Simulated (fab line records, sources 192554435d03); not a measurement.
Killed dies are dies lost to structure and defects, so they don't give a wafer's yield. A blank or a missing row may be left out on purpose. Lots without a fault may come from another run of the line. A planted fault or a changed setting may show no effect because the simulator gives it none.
A struck lot beside a sound one | flow n5_finfet | 15 steps out of a route of 1938
Sound: wafers L406.1, L406.3, L406.6. Struck: wafers L418.3, L418.4, L418.6. The cause comes at the end.
At each step with rows: each side's tool, then ch and its chambers, then its first start. Under that, the readings that differ: sound wafers | struck wafers | difference of the means | sigmas: that difference in standard deviations of wafers without a fault.
alike: readings whose means differ by less than 2 such deviations, and words and numbers that are the same on both sides. not compared: withheld readings, readings that some wafer has no value for, bounds like >300 that may hide the same value, and numbers for which the record gives no deviation and whose values overlap.
The two part at a step that has a row with sigmas, a row that says differs or no value, or rows on one side only. Numbers that don't overlap but have no deviation are shown without sigmas and don't part them. A reading that every wafer of one side lacks parts them only if that side has two wafers or more.

first, 7 steps without rows for these wafers: N5_BEOL_M9_COAT_75 (time 60 s, resist thk 5 nm); N5_BEOL_M9_COAT_22 (resist thk 30 nm); N5_BEOL_M9_EBR_24; N5_BEOL_M9_SOFTBAKE_23 (time 60 s); N5_BEOL_M9_EXPOSE_25 (exposes mask V8); N5_BEOL_M9_PEB_26 (peb time 60 s); N5_BEOL_M9_DEVELOP_27 (develop time 30 s).
N5_BEOL_M9_CD_MEAS_28: target cd 70 nm.
  sound on cd_sem-02 ch 0, day 10 19:44; struck on cd_sem-02 ch 0, day 15 10:28
  alike: cd_nm
N5_BEOL_M9_OVL_MEAS_29:
  sound on overlay-01 ch 0, day 10 19:46; struck on overlay-02 ch 0, day 15 10:30
  alike: V8_OVL
N5_BEOL_M9_INSPECT_30: inspects for defects (brightfield).
  sound on defect_inspect-01, day 10 19:49; struck on defect_inspect-01, day 15 10:33
  reading          | sound       | struck      | difference | sigmas
  raw_defect_count | 283 262 315 | 490 576 607 | +271       | +2
N5_BEOL_M9_DESCUM_33: chemistry O2, time 7 s.
  sound on rie_diel-02 ch 0,3, day 10 19:59; struck on rie_diel-02 ch 0,3, day 15 10:47
  alike: drypump_motor_current_A, oes_product_au, rf_vpp_V, showerhead_plenum_p_Torr, throttle_valve_pct
  not compared: rf_hours_counter_h
N5_BEOL_M9_ETCH_76: etches underlayer in N2/H2, target depth 6.5 nm, time 5.2 s.
  sound on rie_diel-02 ch 0,3, day 10 20:01; struck on rie_diel-02 ch 0,3, day 15 10:49
  alike: drypump_motor_current_A, etch_rf_on_time_s, oes_product_au, rf_vpp_V, showerhead_plenum_p_Torr, throttle_valve_pct
  not compared: rf_hours_counter_h
N5_BEOL_M9_ETCH_65: etches SiARC in CF4, target depth 15.6 nm, time 26 s.
  sound on rie_diel-02 ch 0,3, day 10 20:02; struck on rie_diel-02 ch 0,3, day 15 10:50
  reading                         | sound              | struck            | difference | sigmas
  cf4_flow_sccm (sccm)            | 100.10 99.71 99.59 | 77.40 76.95 77.36 | -22.56     | -78
  showerhead_plenum_p_Torr (Torr) | 2.20 2.06 2.20     | 2.02 1.89 2.02    | -0.18      | -3
  throttle_valve_pct (%)          | 15.50 15.80 15.50  | 14.07 14.96 14.07 | -1.23      | -5
  alike: drypump_motor_current_A, etch_rf_on_time_s, oes_product_au, rf_vpp_V
  not compared: rf_hours_counter_h
N5_BEOL_M9_ETCH_66: etches SOC in N2/H2, target depth 80 nm, overetch 16 nm, time 120 s.
  sound on rie_diel-02 ch 0,3, day 10 20:04; struck on rie_diel-02 ch 0,3, day 15 10:52
  alike: drypump_motor_current_A, oes_product_au, rf_vpp_V, showerhead_plenum_p_Torr, throttle_valve_pct
  not compared: rf_hours_counter_h
-- the record jumps here: 3 days lie between the struck wafers' starts before and after (it left off in module BEOL_M9 and takes up again in module PASSIVATION, whose first step shown is number 1936 of the route) --
N5_PASSIVATION_PROBE_49:
  sound on prober-02, day 13 06:49; struck on prober-02, day 18 02:12
  alike: defect_limited_yield, killed_at_M0_to_M3, killed_at_M4_up, killed_at_contacts, killed_at_front_end, killed_at_other, killed_dies, killed_open, killed_short, sort_bin_4_leakage, sort_bin_5_function, sort_bin_6_memory, sort_n_pass, sort_yield_pct

WHERE THEY PART
First at N5_BEOL_M9_INSPECT_30; last, within this record, at N5_BEOL_M9_ETCH_65. Later steps at which nothing parts them and some readings are alike: N5_BEOL_M9_ETCH_66, N5_PASSIVATION_PROBE_49.

WHY: what the simulator had put in
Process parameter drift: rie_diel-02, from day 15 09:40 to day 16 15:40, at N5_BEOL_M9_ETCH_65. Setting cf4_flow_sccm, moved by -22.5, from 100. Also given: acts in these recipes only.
